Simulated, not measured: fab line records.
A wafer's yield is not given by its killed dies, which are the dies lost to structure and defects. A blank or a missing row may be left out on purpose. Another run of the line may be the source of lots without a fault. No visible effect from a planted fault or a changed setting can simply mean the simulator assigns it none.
Chamber matching -- flow n5Finfet -- rieDiel-04 running N5_BEOL_M8_ETCH_62: 4 sister chambers
The step etches SOC in N2/H2, target depth 110 nm, overetch 22 nm, time 165 s. 24 wafers are shown with their chamber, then 12 later ones without.

WAFERS PAIRED WITH THEIR CHAMBERS
wafer,chamber,showerheadPlenumPTorr (Torr),throttleValvePct (%),rfVppV (V)
L075.1,2,2.55,17.43,524
L075.2,1,2.47,18.10,521
L075.6,0,2.48,17.52,524
L076.1,0,2.48,17.53,523
L076.3,2,2.55,17.42,525
L076.6,3,2.71,17.87,529
L078.1,1,2.47,18.12,521
L078.3,2,2.55,17.44,524
L078.5,1,2.47,18.13,522
L081.1,1,2.46,18.12,520
L081.3,2,2.55,17.47,523
L081.6,0,2.47,17.56,523
L084.1,1,2.46,18.15,521
L084.5,0,2.47,17.56,522
L084.6,3,2.70,17.91,529
L085.1,3,2.69,17.90,527
L085.4,0,2.47,17.58,522
L085.5,3,2.69,17.92,528
L093.2,1,2.45,18.17,520
L093.3,0,2.47,17.58,520
L093.5,0,2.46,17.59,522
L090.4,1,2.45,18.17,520
L090.5,0,2.46,17.58,522
L090.6,3,2.69,17.92,528

SIGNATURES (means of the wafers above)
reading,chamber 0,chamber 1,chamber 2,chamber 3,scatter within a chamber
showerheadPlenumPTorr,2.4700,2.4614,2.5500,2.6960,0.00776
throttleValvePct,17.5625,18.1371,17.4400,17.9040,0.0245
rfVppV,522.25,520.71,524.00,528.20,0.942
Rule: a wafer's distance from a chamber is the root of the sum, over the readings, of the square of ((its reading less the chamber's mean) divided by the reading's scatter). The wafer belongs to the nearest chamber; if the next one is less than 2 further off, it can't be placed. The scatter is the square root of a quotient: the sum, over the shown wafers, of each reading's squared deviation from its chamber's mean, divided by wafers minus chambers.

WAFERS WITH NO CHAMBER GIVEN
wafer,showerheadPlenumPTorr (Torr),throttleValvePct (%),rfVppV (V)
L091.1,2.45,18.17,521
L091.2,2.46,17.59,522
L091.4,2.69,17.93,529
L092.4,2.54,17.48,525
L092.5,2.46,17.60,522
L092.6,2.69,17.95,528
L095.1,2.46,17.59,523
L095.3,2.54,17.46,524
L095.5,2.69,17.94,527
L094.1,2.54,17.48,525
L094.2,2.46,17.60,522
L094.3,2.69,17.93,527

WHICH CHAMBER EACH WENT THROUGH
wafer,from the rows above,in truth
L091.1,1,1
L091.2,0,0
L091.4,3,3
L092.4,2,2
L092.5,0,0
L092.6,3,3
L095.1,0,0
L095.3,2,2
L095.5,3,3
L094.1,2,2
L094.2,0,0
L094.3,3,3
Correctly placed: 12 of 12. Number that these rows cannot place: 0. 0 placed wrongly.
